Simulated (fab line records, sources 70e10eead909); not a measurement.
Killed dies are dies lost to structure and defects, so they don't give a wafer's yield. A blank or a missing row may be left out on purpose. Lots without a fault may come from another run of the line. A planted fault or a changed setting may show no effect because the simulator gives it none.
fab line records | flow nand_harc
record lots=7 wafers=21 last_day=33
route steps=1302 shown THIN_TSV@1283 END@1302
lots that met no fault: from a run of the same line without faults
start_h: hours from the record's first day to the start of the lot's first wafer shown | wait_h: hours since the lot's step before | " the same as in the row above | L1.1+2: a row that stands for several wafers | - no value, or no start given | * or withheld: withheld | < > ~ a bound
route shown NAME@n: a module of which the file shows steps, and the number in the route of the first | usual: mean/standard deviation of fault-free wafers | same: alike in all rows | chamber/n: place in a boat | sites: the reading at each site | _std_site: their standard deviation | _edge_site: outer sites' mean less inner sites' | radius_mm: how far each site lies from the wafer's centre | mask NAME#n: copy n | behind: the tool/chamber that last shaped the wafer | hold: why the lot was held/for how many hours/how that ended | device: the transistor (n, p or np) that didn't switch | end of line: the same wafers' tests at the end of the route | a step without rows: its recipe alone | killed: dies lost to structure and defects at the first sort, not the wafer's yield | map: a wafer's dies, x killed, . not, _ none there
set.NAME: the setting as run; set.NAME@STEP: as run at that earlier step | model.NAME: the simulator's own value behind a step, which no gauge read
lots at some steps of the route; a table a step, a row a wafer
services: from which hour (start_h, from the record's first day; less than 0 if before it) a tool's chamber was out of use, for how many hours, and why
## steps
# step NHARC_THIN_TSV_DEHYDRATE_25
# recipe temp_c=150 time_s=120
# step NHARC_THIN_TSV_HMDS_26
# recipe time_s=30
# step NHARC_THIN_TSV_COAT_27
# recipe spin_rpm=*
# step NHARC_THIN_TSV_SOFTBAKE_28
# recipe temp_c=122 time_s=95
# step NHARC_THIN_TSV_EBR_29
# step NHARC_THIN_TSV_EXPOSE_30
# recipe na=0.55 dose_mj=11.47 mask_id=PAD
# step NHARC_THIN_TSV_PEB_31
# recipe peb_temp_c=118 peb_time_s=85
# step NHARC_THIN_TSV_DEVELOP_32
# recipe time_s=70
# step NHARC_THIN_TSV_CD_MEAS_33
# recipe target_cd_nm=5000 landing_energy_ev=500
# usual cd_nm=5000.8/1.9
# columns lot.wafer tool chamber start_h wait_h cd_nm
L814.1 cd_sem-02 0 615.89 - 4998.2
L814.2 " 0 " " 5002.2
L814.6 " 0 " " 5000.1
L815.1 cd_sem-03 0 630.14 - 5000.9
L815.2 " 0 " " 5001.6
L815.3 " 0 " " 5001.0
L818.2 cd_sem-03 0 649.41 - 5000.4
L818.3 " 0 " " 4999.7
L818.4 " 0 " " 5003.4
L823.1 cd_sem-01 0 711.20 - 5002.0
L823.3 " 0 " " 4998.9
L823.6 " 0 " " 5000.8
L825.2 cd_sem-01 0 752.82 - 4999.2
L825.3 " 0 " " 5000.4
L825.5 " 0 " " 4995.2
L827.1 cd_sem-01 0 762.00 - 5000.8
L827.2 " 0 " " 4998.4
L827.6 " 0 " " 5001.3
L828.1 cd_sem-02 0 766.72 - 5000.1
L828.3 " 0 " " 5000.9
L828.5 " 0 " " 5000.9
# step NHARC_THIN_TSV_HARDBAKE_34
# recipe temp_c=125 time_s=80
# step NHARC_THIN_TSV_DESCUM_35
# recipe time_s=3 o2_flow_sccm=200 ar_flow_sccm=0 bias_power_w=0 chemistry=O2
# usual drypump_motor_current_A=5.6/0.48 oes_product_au=1.000/0.0097 rf_vpp_V=57.8/0.87 showerhead_plenum_p_Torr=1.93/0.11 throttle_valve_pct=11.312/0.0098
# columns lot.wafer tool chamber start_h wait_h drypump_motor_current_A oes_product_au rf_hours_counter_h rf_vpp_V showerhead_plenum_p_Torr throttle_valve_pct
L814.1 rie_diel-01 0 616.06 - 5.4 0.992 2.3 57.2 1.93 11.315
L814.2 " 2 " " 5.8 0.996 2.1 57.2 1.80 11.306
L814.6 " 0 " " 5.4 1.002 - 59.0 1.93 11.296
L815.2 rie_diel-01 0 630.31 - 5.4 0.999 2.8 57.0 1.93 11.315
L815.1 " 1 " " 4.9 0.999 2.9 57.3 2.00 11.308
L815.3 " 2 " " 5.8 0.996 2.8 57.2 1.80 11.321
L818.4 rie_diel-03 3 649.56 - 6.1 1.017 0.1 58.2 2.04 11.331
L818.3 " 0 " " 5.1 0.995 0.1 57.0 1.82 11.313
L818.2 " 1 " " 6.0 0.998 0.1 56.6 1.80 11.307
L823.1 rie_diel-03 0 711.36 - 5.1 1.003 4.4 58.3 1.82 11.316
L823.3 " 3 " " 6.1 1.016 4.7 59.3 2.04 11.311
L823.6 " 0 " " 5.1 0.993 - 55.7 1.82 11.302
L825.2 rie_diel-03 2 752.98 - 5.9 0.999 6.2 57.2 2.02 11.303
L825.3 " 1 " " 6.1 1.002 5.9 57.3 1.80 11.327
L825.5 " 3 " " 6.1 1.025 - 57.2 2.04 11.318
L827.1 rie_diel-03 2 762.16 - 5.9 1.007 6.9 58.0 2.02 11.316
L827.2 " 0 " " 5.1 0.992 7.1 58.2 1.81 11.319
L827.6 " 3 " " 6.1 1.016 - 59.0 2.04 11.305
L828.3 rie_diel-03 3 766.89 - 6.1 1.010 6.9 57.1 2.04 11.311
L828.1 " 1 " " 6.1 1.000 7.0 59.2 1.80 11.318
L828.5 " 2 " " 5.9 0.995 - 58.7 2.02 11.296
# step NHARC_THIN_TSV_ETCH_59
# recipe target_depth_a=8800 icp_w=900 bias_w=100 Cl2_flow_sccm=60 bcl3_flow_sccm=30 time_s=138.1 chemistry=Cl2/BCl3
# usual drypump_motor_current_A=6.1/0.57 oes_product_au=1.000/0.0086 run_length_s=159.2/0.41 throttle_valve_pct=22.263/0.0083
# columns lot.wafer tool chamber start_h wait_h drypump_motor_current_A oes_product_au rf_hours_counter_h run_length_s throttle_valve_pct
L814.2 rie_metal-02 1 616.18 0.1 6.7 0.994 3.2 159.7 22.258
L814.1 " 0 " " 6.4 1.019 3.2 158.6 22.263
L814.6 " 0 " " 6.4 1.012 - 158.4 22.280
L815.2 rie_metal-01 0 630.43 0.1 5.3 0.998 0.8 159.6 22.260
L815.1 " 1 " " 6.4 0.994 0.8 159.7 22.264
L815.3 " 1 " " 6.4 0.993 - 159.5 22.272
L818.2 rie_metal-03 0 649.73 0.1 5.4 0.994 1.6 159.5 22.270
L818.4 " 1 " " 5.2 0.997 - 159.6 22.273
L818.3 " 0 " " 5.4 0.983 - 159.7 22.273
L823.1 rie_metal-01 1 711.48 0.1 6.4 1.001 2.3 159.5 22.264
L823.3 " 1 " " 6.4 0.987 - 159.3 22.239
L823.6 " 1 " " 6.4 0.991 - 159.4 22.259
L825.2 rie_metal-02 1 753.11 0.1 6.7 0.988 1.8 159.2 22.266
L825.3 " 0 " " 6.4 1.002 - 158.7 22.253
L825.5 " 1 " " 6.6 0.999 - 159.2 22.264
L827.2 rie_metal-02 0 762.28 0.1 6.4 0.997 2.0 158.7 22.257
L827.1 " 1 " " 6.6 0.996 2.0 159.0 22.269
L827.6 " 1 " " 6.7 0.994 - 159.4 22.273
L828.1 rie_metal-02 0 767.01 0.1 6.4 1.003 2.2 158.6 22.263
L828.3 " 0 " " 6.4 1.002 - 158.4 22.265
L828.5 " 0 " " 6.4 0.999 - 158.5 22.258
# step NHARC_THIN_TSV_ETCH_36
# recipe target_depth_a=650 over_etch_frac=0.3 time_s=18.571 ion_energy_ev=150 chemistry=Cl2/BCl3
# usual drypump_motor_current_A=6.1/0.57 oes_product_au=1.000/0.009 run_length_s=39.6/0.4
# columns lot.wafer tool chamber start_h wait_h drypump_motor_current_A oes_product_au rf_hours_counter_h run_length_s
L814.1 rie_metal-02 1 616.45 0.2 6.7 0.989 3.3 39.4
L814.2 " 0 " " 6.4 1.017 3.3 38.9
L814.6 " 1 " " 6.7 0.995 - 39.6
L815.2 rie_metal-01 0 630.69 0.2 5.3 0.991 0.9 39.7
L815.1 " 1 " " 6.4 0.999 0.9 39.6
L815.3 " 1 " " 6.5 0.999 - 40.0
L818.2 rie_metal-03 1 649.95 0.2 5.2 0.986 1.7 39.7
L818.3 " 0 " " 5.3 0.982 - 40.3
L818.4 " 1 " " 5.2 0.985 - 39.4
L823.1 rie_metal-01 0 711.74 0.2 5.3 1.006 2.4 39.7
L823.3 " 0 " " 5.4 0.999 - 39.8
L823.6 " 0 " " 5.3 1.013 - 40.4
L825.2 rie_metal-02 0 753.37 0.2 6.4 0.996 1.9 33.8
L825.3 " 0 " " 6.4 0.999 - 34.0
L825.5 " 0 " " 6.4 0.997 - 34.3
L827.1 rie_metal-02 1 762.54 0.2 6.6 0.997 2.1 40.4
L827.2 " 0 " " 6.4 1.002 2.1 33.9
L827.6 " 0 " " 6.4 0.993 - 34.3
L828.1 rie_metal-02 0 767.28 0.2 6.4 1.004 2.4 33.8
L828.3 " 0 " " 6.4 1.001 - 34.3
L828.5 " 1 " " 6.6 0.998 - 39.6
# step NHARC_THIN_TSV_STRIP_56
# recipe power_w=1500 temp_c=250 chemistry=O2
# usual drypump_motor_current_A=5.8/0.61 heater_power_w=314/35
# columns lot.wafer tool chamber start_h wait_h drypump_motor_current_A heater_power_w rf_hours_counter_h
L814.1 plasma_asher-01 0 616.55 0.1 6.3 355 17
L814.2 " 1 " " 6.1 347 17
L814.6 " 1 " " 6.2 349 -
L815.2 plasma_asher-01 1 630.78 0.1 6.1 341 20
L815.1 " 0 " " 6.2 344 20
L815.3 " 1 " " 6.2 351 -
L818.2 plasma_asher-01 1 650.45 0.5 6.2 340 24
L818.3 " 0 " " 6.3 347 -
L818.4 " 1 " " 6.1 342 -
L823.1 plasma_asher-01 1 711.89 0.1 6.1 343 2
L823.3 " 1 " " 6.2 340 -
L823.6 " 0 " " 6.3 351 -
L825.2 plasma_asher-02 1 753.52 0.1 5.6 276 22
L825.3 " 0 " " 4.7 266 -
L825.5 " 1 " " 5.6 275 -
L827.2 plasma_asher-02 0 762.65 0.1 4.7 274 24
L827.1 " 1 " " 5.6 283 24
L827.6 " 0 " " 4.7 270 -
L828.1 plasma_asher-02 0 767.42 0.1 4.7 262 25
L828.3 " 1 " " 5.6 271 -
L828.5 " 1 " " 5.6 280 -
# step NHARC_END_SORT_01
# recipe temp_c=25
# usual defect_limited_yield=91.4/2.5 killed_at_array=54/17 killed_at_other=1.0/1.4 killed_at_periphery=3.6/2.1 killed_dies=58/17 killed_open=3.2/2 killed_short=2.5/1.5
# same gross_dies=677
# columns lot.wafer tool chamber start_h wait_h defect_limited_yield[%] killed_at_array killed_at_other killed_at_periphery killed_dies killed_open killed_short
L814.1 prober-02 0 624.95 2.5 91.6 54 0 3 57 3 2
L814.2 prober-02 0 625.74 2.8 94.1 39 0 1 40 2 1
L814.6 prober-02 0 628.89 3.9 89.5 65 3 3 71 6 2
L815.1 prober-01 0 638.26 2.5 90.4 60 1 4 65 5 4
L815.2 prober-01 0 639.06 2.8 92.0 54 0 0 54 2 1
L815.3 prober-01 0 639.86 3.1 91.6 53 1 3 57 5 4
L823.1 prober-01 0 722.22 2.5 91.9 50 0 5 55 1 0
L823.3 prober-01 0 723.84 3.1 95.0 30 0 4 34 3 2
L823.6 prober-01 0 726.28 4.1 91.9 52 0 3 55 2 4
# killed by level:class
L814.1 A_CHANNEL_HOLE_D1:chamber_film_flake=27 A_CHANNEL_HOLE_D2:chamber_film_flake=14 A_DECK1_JOINT:chamber_film_flake=3 A_CHANNEL_FILL_D1:chamber_film_flake=2 A_SLIT:chamber_film_flake=2 P_CONTACT:geometric_particle:open=1 A_ONON_D1:geometric_particle:open=1 A_SGD_CUT:geometric_particle:short=1
L814.2 A_CHANNEL_HOLE_D2:chamber_film_flake=14 A_CHANNEL_HOLE_D1:chamber_film_flake=13 A_STAIRCASE:chamber_film_flake=3 A_DECK1_JOINT:chamber_film_flake=2 A_CONTACT:chamber_film_flake=2 P_GATE:geometric_particle:open=1 A_ONON_D1:geometric_particle:short=1 A_M0:geometric_particle:open=1
L814.6 A_CHANNEL_HOLE_D1:chamber_film_flake=31 A_CHANNEL_HOLE_D2:chamber_film_flake=16 A_CHANNEL_FILL_D1:chamber_film_flake=4 A_DECK1_JOINT:chamber_film_flake=3 A_WL_FILL:chamber_film_flake=3 THIN_TSV:chamber_film_flake=3 P_M0:geometric_particle:open=2 A_M1:geometric_particle:open=2
L815.1 A_SLIT:chamber_film_flake=30 A_CHANNEL_HOLE_D1:chamber_film_flake=10 A_CHANNEL_HOLE_D2:chamber_film_flake=8 A_CONTACT:chamber_film_flake=4 A_DECK1_JOINT:chamber_film_flake=3 P_CONTACT:geometric_particle:open=2 A_CHANNEL_FILL_D1:geometric_particle:short=2 P_M0:geometric_particle:open=1
L815.2 A_SLIT:chamber_film_flake=28 A_CHANNEL_HOLE_D2:chamber_film_flake=10 A_CHANNEL_HOLE_D1:chamber_film_flake=6 A_STAIRCASE:chamber_film_flake=3 A_CONTACT:chamber_film_flake=2 A_CHANNEL_FILL_D1:geometric_particle:open=1 A_WL_FILL:geometric_particle:short=1 A_BLC:geometric_particle:open=1
L815.3 A_SLIT:chamber_film_flake=25 A_CHANNEL_HOLE_D2:chamber_film_flake=12 A_CHANNEL_HOLE_D1:chamber_film_flake=4 A_CONTACT:chamber_film_flake=4 P_GATE:geometric_particle:open=1 P_CONTACT:geometric_particle:open=1 P_M0:geometric_particle:open=1 A_ONON_D1:geometric_particle:short=1
L823.1 A_CHANNEL_HOLE_D1:chamber_film_flake=36 A_CONTACT:chamber_film_flake=7 P_M1:chamber_film_flake=5 A_SLIT:chamber_film_flake=3 A_STAIRCASE:chamber_film_flake=2 A_M0:geometric_particle:open=1 A_CHANNEL_FILL_D1:chamber_film_flake=1
L823.3 A_CHANNEL_HOLE_D1:chamber_film_flake=10 A_CONTACT:chamber_film_flake=5 P_M1:chamber_film_flake=4 A_SLIT:chamber_film_flake=4 A_STAIRCASE:chamber_film_flake=3 A_ONON_D2:geometric_particle:open=2 A_ONON_D1:geometric_particle:short=1 A_CHANNEL_HOLE_D1:geometric_particle:short=1
L823.6 A_CHANNEL_HOLE_D1:chamber_film_flake=34 A_CONTACT:chamber_film_flake=8 A_M0:geometric_particle:short=3 A_SLIT:chamber_film_flake=3 P_M1:chamber_film_flake=2 A_ONON_D1:geometric_particle:short=1 A_ONON_D1:geometric_particle:open=1 A_BLC:geometric_particle:open=1
## services
# columns tool chamber start_h hours kind
rie_diel-01 1 606.37 2.9 repair
rie_metal-03 1 616.66 3.3 repair
rie_diel-01 0 621.37 1.2 repair
rie_metal-02 - 631.02 9.0 pm
rie_metal-02 0 631.02 9.0 vent_cycle
rie_metal-02 1 631.02 9.0 vent_cycle
rie_diel-03 - 635.30 9.0 pm
rie_metal-02 0 640.02 - clean
rie_metal-02 1 640.02 - clean
plasma_asher-02 - 646.47 9.0 pm
rie_metal-01 0 657.85 3.8 repair
rie_metal-02 1 662.72 2.5 repair
rie_diel-01 1 692.13 35.2 repair
rie_diel-01 2 694.17 5.2 repair
rie_metal-03 - 696.00 9.0 pm
plasma_asher-01 - 696.19 9.0 pm
rie_diel-03 1 713.05 6.2 repair
rie_diel-03 3 722.62 5.9 repair
plasma_asher-01 - 727.08 2.5 repair
rie_diel-01 1 730.52 12.7 repair
rie_diel-01 - 734.86 9.0 pm
rie_metal-03 1 739.88 1.3 repair
rie_metal-01 - 752.00 9.0 pm
rie_diel-01 - 760.83 0.3 repair
## key
first_sign step=NHARC_THIN_TSV_ETCH_36 reading=run_length_s direction=down sigmas=14 usual=* struck=*
effect none on later readings
met_at NHARC_THIN_TSV_ETCH_36
struck_wafers L825.2,L825.3,L825.5,L827.2,L827.6,L828.1,L828.3
onset_between 616.45 753.37
fault kind=process_parameter_drift tool=rie_metal-02 chamber=0 onset_h=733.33 steps=NHARC_THIN_TSV_ETCH_36 channel=time_s offset=* shape=step end_h=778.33 acts_in=* stated=*
